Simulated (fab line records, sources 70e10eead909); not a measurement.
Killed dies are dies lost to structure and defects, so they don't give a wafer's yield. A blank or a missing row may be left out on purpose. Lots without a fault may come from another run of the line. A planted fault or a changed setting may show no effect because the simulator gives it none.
A struck lot beside a sound one | flow nand_harc | 43 steps out of a route of 1302
Sound: wafers L432.1, L432.2, L432.4. Struck: wafers L443.2, L443.3, L443.6. The cause comes at the end.
At each step with rows: each side's tool, then ch and its chambers, then its first start. Under that, the readings that differ: sound wafers | struck wafers | difference of the means | sigmas: that difference in standard deviations of wafers without a fault.
alike: readings whose means differ by less than 2 such deviations, and words and numbers that are the same on both sides. not compared: withheld readings, readings that some wafer has no value for, bounds like >300 that may hide the same value, and numbers for which the record gives no deviation and whose values overlap.
The two part at a step that has a row with sigmas, a row that says differs or no value, or rows on one side only. Numbers that don't overlap but have no deviation are shown without sigmas and don't part them. A reading that every wafer of one side lacks parts them only if that side has two wafers or more.

first, 2 steps without rows for these wafers: NHARC_A_CONTACT_PEB_67 (peb time 65 s); NHARC_A_CONTACT_DEVELOP_68 (develop time 35 s).
NHARC_A_CONTACT_CD_MEAS_69: target cd 300 nm.
  sound on cd_sem-03 ch 0, day 23 13:10; struck on cd_sem-02 ch 0, day 29 09:40
  alike: cd_nm
NHARC_A_CONTACT_OVL_MEAS_70:
  sound on overlay-02, day 23 13:15; struck on overlay-02, day 29 09:44
  reading           | sound        | struck         | difference | sigmas
  overlay_x_nm (nm) | 0.0 0.5 -0.2 | -1.4 -1.2 -1.6 | -1.5       | -2
  alike: overlay_y_nm
NHARC_A_CONTACT_INSPECT_71:
  sound on defect_inspect-01, day 23 13:17; struck on defect_inspect-01, day 29 09:47
  alike: raw_defect_count
then, 4 steps without rows for these wafers: NHARC_A_CONTACT_DESCUM_74 (chemistry O2, time 3 s); NHARC_A_CONTACT_ETCH_75 (etches the open film in CF4, target depth 39 nm, time 65 s); NHARC_A_CONTACT_ETCH_76 (etches the open film in N2/H2, target depth 260 nm, time 475.3 s); NHARC_A_CONTACT_ETCH_77 (etches the open film in CF4/CHF3, target depth 108.9 nm, time 54.5 s).
NHARC_A_CONTACT_ETCH_78: etches the open film in O2/COS, target depth 5300 nm, time 1378 s.
  sound on rie_diel-03 ch 0,1,2; struck on rie_diel-03 ch 0,2,3
  alike: drypump_motor_current_A, mfc_ar_sccm, oes_product_au, rf_fwd_power_W, rf_vpp_V, showerhead_plenum_p_Torr, throttle_valve_pct
  not compared: rf_hours_counter_h
then, 2 steps without rows for these wafers: NHARC_A_CONTACT_ETCH_124 (etches the open film in C4F8/O2/Ar, time 140 s, target depth 700 nm); NHARC_A_CONTACT_ETCH_125 (etches the open film in C4F8/O2/Ar, time 197 s, target depth 1918 nm).
NHARC_A_CONTACT_ETCH_126: etches the open film in C4F8/O2/Ar, time 197 s, target depth 1918 nm.
  sound on har_cap_etch-01 ch 0,1, day 23 15:25; struck on har_cap_etch-01 ch 0,1, day 29 11:47
  not compared: rf_hours_counter_h
then, 1 step without rows for these wafers: NHARC_A_CONTACT_ETCH_127 (etches the open film in C4F8/O2/Ar, time 197 s, target depth 1918 nm).
NHARC_A_CONTACT_ETCH_128: etches the open film in C4F8/O2/Ar, time 197 s, target depth 1918 nm.
  sound on har_cap_etch-01 ch 0,1, day 23 15:46; struck on har_cap_etch-01 ch 0,1, day 29 12:08
  not compared: rf_hours_counter_h
then, 3 steps without rows for these wafers: NHARC_A_CONTACT_ETCH_129 (etches the open film in C4F8/O2/Ar, time 197 s, target depth 1918 nm); NHARC_A_CONTACT_ETCH_130 (etches the open film in C4F8/O2/Ar, time 197 s, target depth 1918 nm); NHARC_A_CONTACT_ETCH_131 (etches the open film in C4F8/O2/Ar, time 197 s, target depth 1918 nm).
NHARC_A_CONTACT_ETCH_132: etches the open film in C4F8/O2/Ar, time 197 s, target depth 1924 nm.
  sound on har_cap_etch-01 ch 0,1, day 23 16:28; struck on har_cap_etch-01 ch 0,1, day 29 12:51
  not compared: rf_hours_counter_h
NHARC_A_CONTACT_ETCH_133: etches the open film in C4F8/O2/Ar, time 374 s, target depth 1610 nm.
  sound on har_cap_etch-01 ch 0,1, day 23 16:38; struck on har_cap_etch-01 ch 0,1, day 29 13:04
  not compared: rf_hours_counter_h
then, 2 steps without rows for these wafers: NHARC_A_CONTACT_ETCH_91 (etches the open film in CH3F/O2, target depth 40 nm, time 85.7 s); NHARC_A_CONTACT_ETCH_97 (etches the open film in C4F6/O2, target depth 20 nm, time 10 s).
NHARC_A_CONTACT_CD_MEAS_80:
  sound on cd_sem-02, day 23 17:39; struck on cd_sem-01, day 29 14:00
  alike: cd_nm
then, 7 steps without rows for these wafers: NHARC_A_CONTACT_STRIP_103 (strips in N2/H2); NHARC_A_CONTACT_STRIP_104 (strips in CF4/CHF3); NHARC_A_CONTACT_STRIP_105 (strips in O2/COS); NHARC_A_CONTACT_ETCH_106 (etches the open film in CF4/O2, target depth 90 nm, overetch 9 nm, time 49.5 s); NHARC_A_CONTACT_STRIP_82 (strips in O2); NHARC_A_CONTACT_STRIP_83 (strips in post etch residue remover, time 600 s); NHARC_A_CONTACT_DEP_84 (deposits aC, target thk 2800 nm).
NHARC_A_CONTACT_DEP_85: deposits SiON, target thk 60 nm.
  sound on pecvd-04 ch 0,1, day 23 21:35; struck on pecvd-02 ch 0,1, day 29 17:10
  alike: chamber_pressure_Torr, heater_power_w, rf_fwd_power_W, showerhead_vpp_V
then, 10 steps without rows for these wafers: NHARC_A_CONTACT_DEHYDRATE_00 (time 120 s); NHARC_A_CONTACT_HMDS_01 (time 30 s); NHARC_A_CONTACT_COAT_86 (time 75 s); NHARC_A_CONTACT_COAT_87 (time 65 s); NHARC_A_CONTACT_COAT_02 (resist thk 90 nm); NHARC_A_CONTACT_SOFTBAKE_03 (time 55 s); NHARC_A_CONTACT_EBR_04; NHARC_A_CONTACT_EXPOSE_05 (exposes mask A CC); NHARC_A_CONTACT_PEB_06 (peb time 65 s); NHARC_A_CONTACT_DEVELOP_07 (develop time 35 s).
NHARC_A_CONTACT_CD_MEAS_08: target cd 200 nm.
  sound on cd_sem-01 ch 0, day 23 22:19; struck on cd_sem-02 ch 0, day 29 17:53
  alike: cd_nm
-- the record jumps here: 2 days lie between the struck wafers' starts before and after (it left off in module A_CONTACT and takes up again in module END, whose first step shown is number 1302 of the route) --
NHARC_END_SORT_01:
  the record has rows for the struck wafers here (prober-01 ch 0, day 31 20:38) and none for the sound ones

WHERE THEY PART
First at NHARC_A_CONTACT_OVL_MEAS_70; last, within this record, at NHARC_END_SORT_01.

WHY: what the simulator had put in
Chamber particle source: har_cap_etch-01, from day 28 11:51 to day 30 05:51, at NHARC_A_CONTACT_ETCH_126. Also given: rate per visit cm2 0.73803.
